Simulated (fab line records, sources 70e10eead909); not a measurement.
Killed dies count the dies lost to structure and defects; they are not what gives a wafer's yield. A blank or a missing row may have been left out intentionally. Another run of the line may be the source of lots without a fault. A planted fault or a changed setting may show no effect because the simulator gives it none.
Which of the tools did it? -- flow nand harc -- 11 lots, 32 wafers sampled, at 6 steps of a route of 1302

== WHAT THE GAUGES SHOWED, per wafer ==
NHARC_THIN_TSV_THK_MEAS_02: measures by ir.
lot,measured,on,thk nm (nm)
L120,day 24 05:23,film metro-01,2787 3468 3192
L124,day 25 06:02,film metro-02,2916 2916 2865
L125,day 26 04:52,film metro-01,3135 3331 3281
L126,day 26 13:11,film metro-02,3047 2728 2954
L127,day 26 21:14,film metro-01,3067 3000 2869
L128,day 27 19:11,film metro-02,2985 3045 2906
L132,day 28 03:40,film metro-02,2998 3179 2974
L129,day 28 09:54,film metro-01,2900 3573 2901
L134,day 29 22:00,film metro-01,2973 3013 3208
L137,day 30 16:42,film metro-01,3038 3008 3119
L136,day 31 07:07,film metro-01,1 3188

NHARC_END_SORT_01.
lot,measured,on,defect limited yield (%),killed at array,killed at other,killed at periphery,killed dies,killed open,killed short
L136,day 32 00:11,prober-01,0 87.3,75 80,597 1,5 5,677 86,4 3,5 0

== EACH LOT AND THE TOOL THAT RAN IT (in order: tool; ch and the chambers of the sampled wafers; start) ==
lot,NHARC_A_BONDPAD_DEP_00,NHARC_A_BONDPAD_DESCUM_11,NHARC_A_BONDPAD_ETCH_24,NHARC_THIN_TSV_GRIND_00
L120,"pecvd-02 ch 0,2, day 23 10:43","rie diel-08 ch 0,1,2, day 23 12:09","rie diel-08 ch 0,2,3, day 24 03:52 or earlier","grinder-01 ch 0, day 24 03:52"
L124,"pecvd-03 ch 2, day 24 14:04","rie diel-08 ch 0,2,3, day 24 15:35","rie diel-08 ch 0,2,3, day 25 04:45 or earlier","grinder-01 ch 0, day 25 04:45"
L125,"pecvd-03 ch 0,2, day 25 13:44","rie diel-12 ch 1,2,3, day 25 15:03","rie diel-12 ch 0,1,2, day 26 03:23 or earlier","grinder-01 ch 0, day 26 03:23"
L126,"pecvd-03 ch 0,2, day 25 20:16 or earlier","rie diel-12 ch 2,3, day 25 20:16","rie diel-08 ch 1,3, day 26 11:41 or earlier","grinder-01 ch 0, day 26 11:41"
L127,"pecvd-02 ch 0,1,2, day 26 04:40","rie diel-08 ch 1,3, day 26 06:06","rie diel-08 ch 0,1,2, day 26 19:56 or earlier","grinder-01 ch 0, day 26 19:56"
L128,"pecvd-02 ch 0,1,2, day 27 00:07","rie diel-08 ch 0,1,2, day 27 01:25","rie diel-08 ch 0,1,3, day 27 18:05 or earlier","grinder-01 ch 0, day 27 18:05"
L132,"pecvd-02 ch 0,1,2, day 27 12:32","rie diel-08 ch 1,2,3, day 27 13:56","rie diel-12 ch 0,2,3, day 28 02:23 or earlier","grinder-01 ch 0, day 28 02:23"
L129,"pecvd-03 ch 0,1, day 27 18:49","rie diel-08 ch 0,2,3, day 27 20:07","rie diel-12 ch 0,2,3, day 28 08:25 or earlier","grinder-01 ch 0, day 28 08:25"
L134,"pecvd-03 ch 0,1,2, day 29 01:50","rie diel-12 ch 0,2,3, day 29 03:13","rie diel-12 ch 0,1,3, day 29 20:32 or earlier","grinder-01 ch 0, day 29 20:32"
L137,"pecvd-03 ch 0,2, day 30 01:15 or earlier","rie diel-08 ch 1,3, day 30 01:15","rie diel-08 ch 1,2, day 30 15:26 or earlier","grinder-01 ch 0, day 30 15:26"
L136,"pecvd-02 ch 0,2, day 30 15:59","rie diel-08 ch 1,2, day 30 17:25","rie diel-12 ch 2,3, day 31 05:49 or earlier","grinder-01 ch 0, day 31 05:49"
- NHARC_A_BONDPAD_DEP_00: deposits SiCN, target thk 250 nm.
- NHARC_A_BONDPAD_DESCUM_11: chemistry O2, time 3 s.
- NHARC_A_BONDPAD_ETCH_24: etches the open film in CF4/N2, target depth 30 nm, time 72.99 s.
- NHARC_THIN_TSV_GRIND_00

== AS READ BY THE TOOLS THEMSELVES (means over the sampled wafers that have a number; for cases with no such wafer, the mark the record gives instead) ==
NHARC_A_BONDPAD_DEP_00.
lot,tool,heater power w (W)
L120,pecvd-02,501
L124,pecvd-03,486
L125,pecvd-03,511
L126,pecvd-03,525
L127,pecvd-02,493
L128,pecvd-02,483
L132,pecvd-02,521
L129,pecvd-03,583
L134,pecvd-03,526
L137,pecvd-03,495
L136,pecvd-02,422

NHARC_A_BONDPAD_DESCUM_11.
lot,tool,drypump motor current A (A),oes product au (a.u.),rf vpp V (V),showerhead plenum p Torr (Torr),throttle valve pct (%)
L120,rie diel-08,5.76,1.003,57.8,1.95,11.308
L124,rie diel-08,5.66,0.990,57.8,1.92,11.316
L125,rie diel-12,5.69,0.994,57.6,1.94,11.319
L126,rie diel-12,5.86,0.985,57.7,1.89,11.315
L127,rie diel-08,5.70,0.992,57.6,1.97,11.310
L128,rie diel-08,5.78,0.992,57.7,1.95,11.316
L132,rie diel-08,5.64,0.987,58.3,1.92,11.319
L129,rie diel-08,5.67,0.990,57.6,1.92,11.316
L134,rie diel-12,5.70,1.007,57.2,1.87,11.317
L137,rie diel-08,5.68,1.001,56.7,1.97,11.308
L136,rie diel-08,5.70,1.007,57.5,1.90,11.315

NHARC_A_BONDPAD_ETCH_24.
lot,tool,bias w (W),drypump motor current A (A),oes product au (a.u.),rf vpp V (V),showerhead plenum p Torr (Torr),throttle valve pct (%)
L120,rie diel-08,100.2,5.67,1.009,315.0,2.64,19.781
L124,rie diel-08,100.1,5.67,1.003,313.5,2.64,19.794
L125,rie diel-12,100.1,5.53,0.995,314.4,2.63,19.794
L126,rie diel-08,100.0,5.70,0.993,314.6,2.70,19.798
L127,rie diel-08,99.7,5.79,0.997,314.2,2.68,19.794
L128,rie diel-08,99.6,5.82,0.993,315.6,2.75,19.798
L132,rie diel-12,100.0,5.71,0.998,313.5,2.57,19.793
L129,rie diel-12,99.9,5.72,0.998,313.4,2.57,19.795
L134,rie diel-12,99.9,5.51,0.995,313.7,2.57,19.794
L137,rie diel-08,100.2,5.77,0.999,314.8,2.67,19.797
L136,rie diel-12,100.0,5.86,1.000,314.1,2.62,19.797

NHARC_THIN_TSV_GRIND_00.
lot,tool,motor current A (A),slurry flow ml min
L120,grinder-01,12.022,150.4
L124,grinder-01,12.004,149.9
L125,grinder-01,11.987,149.0
L126,grinder-01,12.004,149.9
L127,grinder-01,12.015,150.7
L128,grinder-01,11.994,150.2
L132,grinder-01,11.990,149.6
L129,grinder-01,11.977,149.7
L134,grinder-01,12.004,149.9
L137,grinder-01,12.018,150.3
L136,grinder-01,12.021,149.7

== THE ANSWER, worked out from the rows above alone ==
Rule: the usual values come from the lots themselves. Put in order of their means at a reading, lots are off if they are a third of the lots or fewer, leave a main group of 4 or more, and stand apart from it by a gap of 3 or more times the standard deviation of the main group's means; of several such gaps the widest counts. A main group is skipped when, at the precision printed for the reading in the tables above, its means are all equal. A lot without any number at a reading at which 4 lots or more have one is off too. All remaining lots with rows at the step are treated as sound. First the gauges in route order, then the tools' own readings, where a lot's mean is used as printed above. At the first step where some lot is off, the reading lying furthest off is the one used; lots without a number count as furthest.
Off: L136, at NHARC_THIN_TSV_THK_MEAS_02 (thk nm). For the main group the mean is 3046 nm and the standard deviation 1e+02.
If a tool, at a process step before that reading, ran all the lots that are off and no sound lot after the first of them, it fits. The gauges at NHARC_THIN_TSV_THK_MEAS_02 are tried like those tools. Because NHARC_A_BONDPAD_DEP_00 lacks a start for some lots, the hours and order of its lots are taken from NHARC_A_BONDPAD_DESCUM_11. Because NHARC_A_BONDPAD_ETCH_24 lacks a start for some lots, the hours and order of its lots are taken from NHARC_THIN_TSV_GRIND_00. Can't be told from this: 5 tools fit, pecvd-02 at NHARC_A_BONDPAD_DEP_00, rie diel-08 at NHARC_A_BONDPAD_DESCUM_11, rie diel-12 at NHARC_A_BONDPAD_ETCH_24, grinder-01 at NHARC_THIN_TSV_GRIND_00, film metro-01 at NHARC_THIN_TSV_THK_MEAS_02.

== WHAT THE SIMULATOR HAD PUT IN ==
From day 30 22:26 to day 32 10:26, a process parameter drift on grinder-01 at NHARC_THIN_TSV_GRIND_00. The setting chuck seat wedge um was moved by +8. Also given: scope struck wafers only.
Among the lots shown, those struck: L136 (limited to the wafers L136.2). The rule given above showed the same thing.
